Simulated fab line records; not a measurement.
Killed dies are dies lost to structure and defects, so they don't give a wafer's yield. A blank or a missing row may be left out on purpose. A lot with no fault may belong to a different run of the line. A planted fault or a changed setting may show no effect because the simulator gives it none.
2 desks looking at one fault || flow n5_finfet || what lay behind the numbers comes last; until then each desk has only its own

## THE TOOL OWNER'S DESK: pecvd-02
The tool's own readings at N5_BEOL_M1_PECVD_72 (deposits SiO2 from TEOS/O2, target thk 16 nm, time 18 s): means of the sampled wafers that have a number, for each lot that ran on this tool. The brackets show how far a lot's mean lies from the usual mean; more than 4 standard deviations puts the lot out of limits, marked OUT.
Columns: A = heater_power_w at N5_BEOL_M1_PECVD_72, usual 721 W; B = showerhead_plenum_p_Torr at N5_BEOL_M1_PECVD_72, usual 8.78 Torr; C = throttle_valve_pct at N5_BEOL_M1_PECVD_72, usual 22.1 %
{"lot": "L726", "first seen here": "day 6 16:58", "A": 654, "B": 8.78, "C": 22.1}
{"lot": "L731", "first seen here": "day 7 22:57", "A": 594, "B": 8.80, "C": 22.3}
{"lot": "L733", "first seen here": "day 8 08:47", "A": 736, "B": 8.80, "C": 22.1}
Result from this desk: across the 3 lots, nothing is out of limits.

## METROLOGY DESK
Means of the sampled wafers that have a number, per lot and without regard to the tool the lot ran on: this is what the gauges read. The brackets show how far a lot's mean lies from the usual mean; more than 4 standard deviations puts the lot out of limits, marked OUT. Of its 10 readings 7 are shown: those that lie furthest out on some lot.
Columns: A = DIBL_N at N5_BEOL_M4_RC_MEAS_101, usual 36.3 mV/V; B = IOFF_P at N5_BEOL_M4_RC_MEAS_101, usual 0.23 nA/um; C = ION_N at N5_BEOL_M4_RC_MEAS_101, usual 682 uA/um; D = ION_P at N5_BEOL_M4_RC_MEAS_101, usual 468 uA/um; E = SS_P at N5_BEOL_M4_RC_MEAS_101, usual 73.4 mV/dec; F = VT_N at N5_BEOL_M4_RC_MEAS_101, usual 248 mV; G = VT_P at N5_BEOL_M4_RC_MEAS_101, usual -248.9 mV
{"lot": "L726", "first seen here": "day 9 07:15", "A": 34.0, "B": 0.20, "C": 678, "D": 461, "E": 72.9, "F": 248, "G": -249.6}
{"lot": "L731", "first seen here": "day 10 12:16", "A": 36.2, "B": 0.21, "C": 678, "D": 464, "E": 73.6, "F": 251, "G": -249.4}
{"lot": "L733", "first seen here": "day 11 04:14", "A": 37.1, "B": 0.25, "C": 670, "D": 465, "E": 73.9, "F": 248, "G": -246.0}
{"lot": "L732", "first seen here": "day 11 08:55", "A": 36.9, "B": 0.21, "C": 672, "D": 460, "E": 73.3, "F": 252, "G": -250.3}
Result from this desk: across the 4 lots, nothing is out of limits.

## TAKEN TOGETHER
Nothing out of limits was seen by the tool owner's desk.
The metrology desk saw nothing out of limits.

## WHAT THE SIMULATOR PUT IN
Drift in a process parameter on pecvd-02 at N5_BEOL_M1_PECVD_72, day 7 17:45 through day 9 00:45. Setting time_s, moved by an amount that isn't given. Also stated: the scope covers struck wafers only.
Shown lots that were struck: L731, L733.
